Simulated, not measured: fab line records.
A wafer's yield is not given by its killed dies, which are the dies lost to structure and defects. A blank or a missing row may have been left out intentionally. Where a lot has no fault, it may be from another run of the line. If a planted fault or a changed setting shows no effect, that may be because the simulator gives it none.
What tool caused it?    flow nand_harc    12 lots (36 wafers sampled), 1 step of a 1302-step route

## WHAT EACH GAUGE READ, for each wafer
NHARC_P_M1_CD_MEAS_09 targets a cd of 130 nm.
lot   measured      on         cd_nm (nm)
L075  day 6 16:16   cd_sem-02  129.0 128.8 128.9
L077  day 7 11:43   cd_sem-02  129.8 131.1 129.1
L079  day 8 03:56   cd_sem-02  128.9 129.8 130.1
L081  day 9 01:14   cd_sem-02  130.1 130.8 130.9
L083  day 10 02:21  cd_sem-01  129.0 130.6 130.1
L085  day 11 04:23  cd_sem-01  129.2 130.3 128.0
L087  day 12 09:20  cd_sem-02  130.1 128.8 129.4
L090  day 12 20:14  cd_sem-01  128.5 129.5 128.1
L091  day 13 04:10  cd_sem-02  129.5 128.7 128.9
L093  day 14 06:32  cd_sem-03  128.8 130.3 128.9
L096  day 15 11:53  cd_sem-03  130.3 130.6 130.4
L097  day 15 22:13  cd_sem-03  129.8 128.8 130.4

## TOOL THAT RAN EACH LOT (tool first, then ch and the chambers of the sampled wafers, then the start)
Before these readings, the record contains no process step.

## THE ANSWER, worked out from the rows above alone
Rule: usual is defined by the lots themselves. The widest of any qualifying gaps counts: lots, ordered by their means at a reading, are off when they make up no more than a third of the lots, leave a main group of 4 or more, and stand apart from it by 3 or more times the standard deviation of that group's means. If all means in a main group match to the digits the tables above print for the reading, that group is not used. A lot without any number at a reading at which 4 lots or more have one is off too. Where the step has rows for the other lots, those lots are counted as sound.
Nothing can be told from this: no lot is off at any reading shown.

## WHAT THE SIMULATOR PUT IN
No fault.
